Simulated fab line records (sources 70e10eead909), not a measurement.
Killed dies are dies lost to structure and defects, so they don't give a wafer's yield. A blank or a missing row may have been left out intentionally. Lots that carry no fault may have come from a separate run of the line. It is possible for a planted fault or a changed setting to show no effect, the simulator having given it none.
Matching of chambers :: flow nand harc :: NHARC_P_BONDPAD_CMP_32 on cmp-03: 4 sister chambers
The step polishes SiCN, target thk 200 nm. 27 wafers are shown with their chamber, then 12 later ones without.

== WAFERS, EACH WITH ITS CHAMBER ==
wafer: L075.3
chamber: 2
motor current A (A): 11.8
slurry flow ml min: 150.9

wafer: L075.4
chamber: 1
motor current A (A): 12.2
slurry flow ml min: 150.4

wafer: L075.5
chamber: 2
motor current A (A): 12.0
slurry flow ml min: 150.5

wafer: L076.3
chamber: 2
motor current A (A): 12.1
slurry flow ml min: 150.2

wafer: L076.5
chamber: 2
motor current A (A): 12.4
slurry flow ml min: 150.0

wafer: L076.6
chamber: 3
motor current A (A): 12.3
slurry flow ml min: 150.3

wafer: L079.3
chamber: 2
motor current A (A): 11.3
slurry flow ml min: 149.8

wafer: L079.4
chamber: 0
motor current A (A): 11.3
slurry flow ml min: 150.1

wafer: L079.5
chamber: 1
motor current A (A): 12.0
slurry flow ml min: 149.3

wafer: L080.1
chamber: 0
motor current A (A): 11.0
slurry flow ml min: 148.9

wafer: L080.5
chamber: 1
motor current A (A): 11.8
slurry flow ml min: 149.4

wafer: L080.6
chamber: 2
motor current A (A): 12.1
slurry flow ml min: 149.8

wafer: L082.3
chamber: 0
motor current A (A): 11.3
slurry flow ml min: 150.2

wafer: L082.4
chamber: 2
motor current A (A): 11.9
slurry flow ml min: 149.8

wafer: L082.6
chamber: 3
motor current A (A): 12.7
slurry flow ml min: 149.7

wafer: L085.1
chamber: 0
motor current A (A): 11.0
slurry flow ml min: 151.1

wafer: L085.3
chamber: 2
motor current A (A): 11.8
slurry flow ml min: 150.1

wafer: L085.4
chamber: 1
motor current A (A): 11.9
slurry flow ml min: 149.9

wafer: L088.2
chamber: 2
motor current A (A): 12.1
slurry flow ml min: 150.3

wafer: L088.3
chamber: 0
motor current A (A): 11.4
slurry flow ml min: 149.5

wafer: L088.6
chamber: 1
motor current A (A): 12.1
slurry flow ml min: 149.8

wafer: L089.2
chamber: 2
motor current A (A): 12.7
slurry flow ml min: 149.5

wafer: L089.3
chamber: 3
motor current A (A): 12.8
slurry flow ml min: 149.7

wafer: L089.6
chamber: 2
motor current A (A): 11.8
slurry flow ml min: 150.3

wafer: L090.1
chamber: 3
motor current A (A): 12.4
slurry flow ml min: 151.0

wafer: L090.3
chamber: 2
motor current A (A): 12.4
slurry flow ml min: 149.7

wafer: L090.5
chamber: 2
motor current A (A): 11.8
slurry flow ml min: 149.9

SIGNATURES (averages over the wafers above)
reading: motor current A
chamber 0: 11.200
chamber 1: 12.000
chamber 2: 12.015
chamber 3: 12.550
scatter within a chamber: 0.288

reading: slurry flow ml min
chamber 0: 149.960
chamber 1: 149.760
chamber 2: 150.062
chamber 3: 150.175
scatter within a chamber: 0.525
Rule: distance of a wafer from a chamber = root of the sum over the readings of ((wafer's reading minus chamber's mean) / reading's scatter) squared. The wafer belongs to the nearest chamber; if the next one is less than 2 further off, it can't be placed. The scatter is the square root of a quotient: the sum, over the shown wafers, of each reading's squared deviation from its chamber's mean, divided by wafers minus chambers.

== WAFERS WITHOUT THEIR CHAMBER ==
wafer: L091.1
motor current A (A): 12.5
slurry flow ml min: 149.0

wafer: L091.3
motor current A (A): 11.6
slurry flow ml min: 149.3

wafer: L091.6
motor current A (A): 11.8
slurry flow ml min: 150.1

wafer: L093.1
motor current A (A): 11.7
slurry flow ml min: 149.6

wafer: L093.4
motor current A (A): 12.2
slurry flow ml min: 151.0

wafer: L093.5
motor current A (A): 12.6
slurry flow ml min: 149.9

wafer: L094.1
motor current A (A): 12.7
slurry flow ml min: 149.8

wafer: L094.4
motor current A (A): 11.4
slurry flow ml min: 149.5

wafer: L094.6
motor current A (A): 11.6
slurry flow ml min: 149.9

wafer: L095.1
motor current A (A): 12.1
slurry flow ml min: 149.5

wafer: L095.3
motor current A (A): 11.1
slurry flow ml min: 150.0

wafer: L095.5
motor current A (A): 12.0
slurry flow ml min: 149.7

== CHAMBER TAKEN BY EACH ==
wafer: L091.1
from the rows above: can't be placed: 3 or 1 or 2
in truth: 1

wafer: L091.3
from the rows above: can't be placed: 1 or 0 or 2
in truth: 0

wafer: L091.6
from the rows above: can't be placed: 2 or 1 or 0 or 3
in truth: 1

wafer: L093.1
from the rows above: can't be placed: 1 or 2 or 0
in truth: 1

wafer: L093.4
from the rows above: can't be placed: 2 or 3 or 1
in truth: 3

wafer: L093.5
from the rows above: can't be placed: 3 or 2 or 1
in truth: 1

wafer: L094.1
from the rows above: can't be placed: 3 or 2 or 1
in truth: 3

wafer: L094.4
from the rows above: can't be placed: 0 or 1 or 2
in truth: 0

wafer: L094.6
from the rows above: can't be placed: 0 or 1 or 2 or 3
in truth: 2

wafer: L095.1
from the rows above: can't be placed: 1 or 2 or 3
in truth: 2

wafer: L095.3
from the rows above: 0
in truth: 0

wafer: L095.5
from the rows above: can't be placed: 1 or 2 or 3
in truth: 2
Placed correctly: 1 of 12. Unplaceable from these rows: 11, with the true chamber sitting among the candidates in 11. Number placed wrongly: 0.
